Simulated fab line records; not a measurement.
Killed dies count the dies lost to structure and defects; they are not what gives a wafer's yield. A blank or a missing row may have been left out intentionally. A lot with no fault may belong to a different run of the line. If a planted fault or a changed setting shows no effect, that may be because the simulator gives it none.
Matching of chambers || flow nand_harc || rie_diel-13 running NHARC_P_M1_DESCUM_14: 4 sister chambers
The step chemistry O2, time 3 s. 4 wafers are shown with their chamber, then 8 later ones without.

== WAFERS PAIRED WITH THEIR CHAMBERS ==
{"wafer": "L230.5", "chamber": 2, "drypump_motor_current_A (A)": 5.4}
{"wafer": "L233.5", "chamber": 1, "drypump_motor_current_A (A)": 6.4}
{"wafer": "L236.5", "chamber": 3, "drypump_motor_current_A (A)": 6.3}
{"wafer": "L237.2", "chamber": 0, "drypump_motor_current_A (A)": 5.4}

== WAFERS WITH NO CHAMBER GIVEN ==
{"wafer": "L237.4", "drypump_motor_current_A (A)": 5.5}
{"wafer": "L237.5", "drypump_motor_current_A (A)": 6.3}
{"wafer": "L240.2", "drypump_motor_current_A (A)": 6.3}
{"wafer": "L240.5", "drypump_motor_current_A (A)": 5.4}
{"wafer": "L240.6", "drypump_motor_current_A (A)": 6.4}
{"wafer": "L243.2", "drypump_motor_current_A (A)": 6.3}
{"wafer": "L243.4", "drypump_motor_current_A (A)": 5.4}
{"wafer": "L243.6", "drypump_motor_current_A (A)": 6.3}

== WHICH CHAMBER EACH WENT THROUGH ==
{"wafer": "L237.4", "from the rows above": "can't be placed: 0 or 2", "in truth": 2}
{"wafer": "L237.5", "from the rows above": 3, "in truth": 3}
{"wafer": "L240.2", "from the rows above": 3, "in truth": 3}
{"wafer": "L240.5", "from the rows above": "can't be placed: 0 or 2", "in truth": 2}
{"wafer": "L240.6", "from the rows above": 1, "in truth": 1}
{"wafer": "L243.2", "from the rows above": 3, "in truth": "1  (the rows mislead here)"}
{"wafer": "L243.4", "from the rows above": "can't be placed: 0 or 2", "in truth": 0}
{"wafer": "L243.6", "from the rows above": 3, "in truth": 3}
4 of 8 placed correctly. Cannot be placed on the basis of these rows: 3; the candidates contain the true chamber in 3. 1 placed wrongly.
How it was worked out, from the rows above alone: a wafer's distance from a chamber is the root of the sum, over the readings, of the square of ((its reading less the chamber's mean) divided by the reading's scatter). If the next closest chamber is less than 2 further off than the closest, the wafer can't be placed; otherwise it belongs to the closest. The mean given for a chamber averages the wafers shown for that chamber. The scatter (one wafer shown for each chamber): square how far every hidden wafer sits from the nearest shown wafer, average those squares and take the square root.
